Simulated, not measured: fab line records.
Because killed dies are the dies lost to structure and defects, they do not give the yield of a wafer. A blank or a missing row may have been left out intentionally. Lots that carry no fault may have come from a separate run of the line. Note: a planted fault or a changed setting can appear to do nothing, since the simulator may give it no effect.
The same fault as seen by 3 desks -- flow n5-finfet -- each desk has only its own numbers; what lay behind them comes last

AT THE METROLOGY DESK
What the gauges read for every lot (on any tool): the sampled wafers with a number, averaged. If a lot's mean is further than 4 standard deviations from the usual mean, the lot is out of limits and carries the mark OUT (the distance appears in the brackets). It has 12 readings; the 7 that lie furthest out on some lot are the ones shown.
Columns: A = PMOS_HMC_BLK_OVL at N5_PMOS_HMC_CHANNEL_EPI_OVL_MEAS_10, usual 0.3 nm; B = DIBL_P at N5_BEOL_M4_RC_MEAS_101, usual 35.3 mV/V; C = IOFF_N at N5_BEOL_M4_RC_MEAS_101, usual 0.145 nA/um; D = IOFF_P at N5_BEOL_M4_RC_MEAS_101, usual 0.20 nA/um; E = ION_P at N5_BEOL_M4_RC_MEAS_101, usual 462 uA/um; F = SS_N at N5_BEOL_M4_RC_MEAS_101, usual 71.3 mV/dec; G = VT_P at N5_BEOL_M4_RC_MEAS_101, usual -251 mV
lot,first seen here,A,B,C,D,E,F,G
L835,day 1 18:14,0.7,35.4,0.157,0.20,466,71.2,-250
L840,day 3 00:02,0.9,35.5,0.141,0.23,467,71.2,-246
L841,day 3 06:22,-0.6,38.8,0.194,0.30,480,72.3,-242
L842,day 3 11:18,1.7,33.0,0.126,0.18,464,71.0,-250
L854,day 6 15:38,0.7,34.5,0.128,0.16,456,70.6,-257
L857,day 7 05:25,-0.1,35.2,0.138,0.19,454,71.3,-251
This desk's verdict: no lot among the 6 shows anything out of limits.

FOR THE TOOL OWNER'S DESK: litho-track-01
The tool's own readings at N5_PMOS_HMC_CHANNEL_EPI_COAT_31 (time 60 s, resist thk 66 nm): means of the sampled wafers that have a number, for each lot that ran on this tool. If a lot's mean is further than 4 standard deviations from the usual mean, the lot is out of limits and carries the mark OUT (the distance appears in the brackets).
Columns: A = dispense-pressure-kPa at N5_PMOS_HMC_CHANNEL_EPI_COAT_31, usual 46 kPa; B = spin-speed-rpm at N5_PMOS_HMC_CHANNEL_EPI_COAT_31, usual 1500.1 rpm
lot,first seen here,A,B
L835,day 1 17:53,40,1500.4
L840,day 2 23:49,40,1596.9 (+99 or more) OUT
L842,day 3 10:58,40,1596.6 (+99 or more) OUT
This desk finds L840, L842 out of limits, L840 being first, at day 2 23:49 (spin-speed-rpm at N5_PMOS_HMC_CHANNEL_EPI_COAT_31). L835 stayed within limits.

THE DEFECT DESK
Inspection counts along the route, by lot: the mean over sampled wafers that carry a number. If a lot's mean is further than 4 standard deviations from the usual mean, the lot is out of limits and carries the mark OUT (the distance appears in the brackets).
Columns: A = raw-defect-count at N5_WELL_APT_INSPECT_38, usual 14; B = raw-defect-count at N5_PMOS_HMC_CHANNEL_EPI_INSPECT_11, usual 2.1
lot,first seen here,A,B
L835,day 1 17:47,10,2.0
L840,day 2 23:43,17,2.0
L841,day 3 05:55,19,2.0
L842,day 3 10:52,16,1.3
L854,day 6 15:12,13,2.0
L857,day 7 05:05,20,3.7
This desk's verdict: no lot among the 6 shows anything out of limits.

PUT TOGETHER
At day 2 23:49, on L840, L842, the tool owner's desk was in a position to raise an alarm.
At the metrology desk, nothing out of limits was observed.
No out-of-limits result turned up at the defect desk.
The metrology desk has L840, L842 on record, within its limits.
The defect desk has L840, L842 on record, within its limits.
The lots listed all ran N5_PMOS_HMC_CHANNEL_EPI_COAT_31 on litho-track-01.

WHAT WAS PUT IN BY THE SIMULATOR
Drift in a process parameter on litho-track-01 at N5_PMOS_HMC_CHANNEL_EPI_COAT_31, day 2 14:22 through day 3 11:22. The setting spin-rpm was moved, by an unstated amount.
Lots struck among those shown: L840, L842.
How many hours passed from the start of the fault until each desk's first out-of-limits reading: the tool owner's desk, 9.
